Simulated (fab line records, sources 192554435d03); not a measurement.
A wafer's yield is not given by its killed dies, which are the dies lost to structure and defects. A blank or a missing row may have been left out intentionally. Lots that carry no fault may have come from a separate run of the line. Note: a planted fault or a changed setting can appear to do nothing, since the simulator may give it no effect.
One fault through the eyes of 2 desks	flow n5-finfet	numbers are kept per desk, each desk with only its own; the story behind them comes last

== FROM THE METROLOGY DESK ==
What the gauges read, lot by lot, whatever tool the lot ran on: means of the sampled wafers that have a number. Any lot whose mean is over 4 standard deviations away from the usual mean is out of limits and marked OUT; that distance is given in the brackets. Readings shown: 7 of its 10, picked as those furthest out on some lot.
Columns: A = DIBL_N at N5_BEOL_M4_RC_MEAS_101, usual 35.9 mV/V; B = IOFF_N at N5_BEOL_M4_RC_MEAS_101, usual 0.15 nA/um; C = IOFF_P at N5_BEOL_M4_RC_MEAS_101, usual 0.21 nA/um; D = ION_N at N5_BEOL_M4_RC_MEAS_101, usual 672 uA/um; E = ION_P at N5_BEOL_M4_RC_MEAS_101, usual 462 uA/um; F = VT_N at N5_BEOL_M4_RC_MEAS_101, usual 250 mV; G = VT_P at N5_BEOL_M4_RC_MEAS_101, usual -250 mV
lot	first seen here	A	B	C	D	E	F	G
L487	day 8 16:59	32.9	0.11	0.14	647	444	257	-258
L491	day 9 12:15	36.9	0.17	0.22	675	464	248	-250
L489	day 9 12:59	36.7	0.15	0.21	664	460	252	-250
L498	day 11 05:10	35.5	0.15	0.22	670	465	250	-246
L497	day 11 13:04	36.2	0.17	0.24	675	468	249	-247
L500	day 11 16:10	37.7	0.21	0.26	682	468	247	-245
L499	day 11 21:35	35.8	0.14	0.19	675	462	251	-253
L505	day 13 07:49	36.2	0.17	0.24	682	471	246	-247
L507	day 13 22:01	37.3	0.17	0.23	682	467	249	-248
L506	day 13 22:16	36.2	0.15	0.21	667	457	251	-249
Finding of this desk: none of the 10 lots has anything out of limits.

== DESK OF THE TOOL OWNER: pecvd-03 ==
The tool's own readings at N5_BEOL_M2_PECVD_72 (deposits SiO2 from TEOS/O2, target thk 16 nm, time 18 s): means of the sampled wafers that have a number, for each lot that ran on this tool. Any lot whose mean is over 4 standard deviations away from the usual mean is out of limits and marked OUT; that distance is given in the brackets.
Columns: A = heater-power-w at N5_BEOL_M2_PECVD_72, usual 717 W; B = showerhead-plenum-p-Torr at N5_BEOL_M2_PECVD_72, usual 8.80 Torr; C = susceptor-temp-C at N5_BEOL_M2_PECVD_72, usual 400.01 C; D = throttle-valve-pct at N5_BEOL_M2_PECVD_72, usual 22.9 %
lot	first seen here	A	B	C	D
L487	day 6 21:04	738	8.83	400.10	21.7
L498	day 9 20:04	729	8.81	400.03	22.0
L505	day 11 11:43	740	8.81	401.86 (+9.3) OUT	22.0
L506	day 12 01:12	785	8.83	401.89 (+9.4) OUT	22.1
L507	day 12 06:58	731	8.77	403.70 (+18) OUT	22.5
Finding of this desk: L505, L506, L507 out of limits; the first was L505 at day 11 11:43, on susceptor-temp-C at N5_BEOL_M2_PECVD_72. In limits: L487, L498.

== TAKEN TOGETHER ==
An alarm could have come from the tool owner's desk at day 11 11:43, on L505, L506, L507.
From the metrology desk's view, nothing was out of limits.
The metrology desk holds a record of L505, L506, L507, inside its limits.
On pecvd-03, each named lot ran N5_BEOL_M2_PECVD_72.

== WHAT HAD BEEN PUT IN BY THE SIMULATOR ==
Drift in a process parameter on pecvd-03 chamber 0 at N5_BEOL_M2_PECVD_72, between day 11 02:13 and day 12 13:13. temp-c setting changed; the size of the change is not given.
Lots struck among those shown: L505, L506, L507.
Each desk's first reading out of limits, in hours after the fault started: the tool owner's desk, 10.
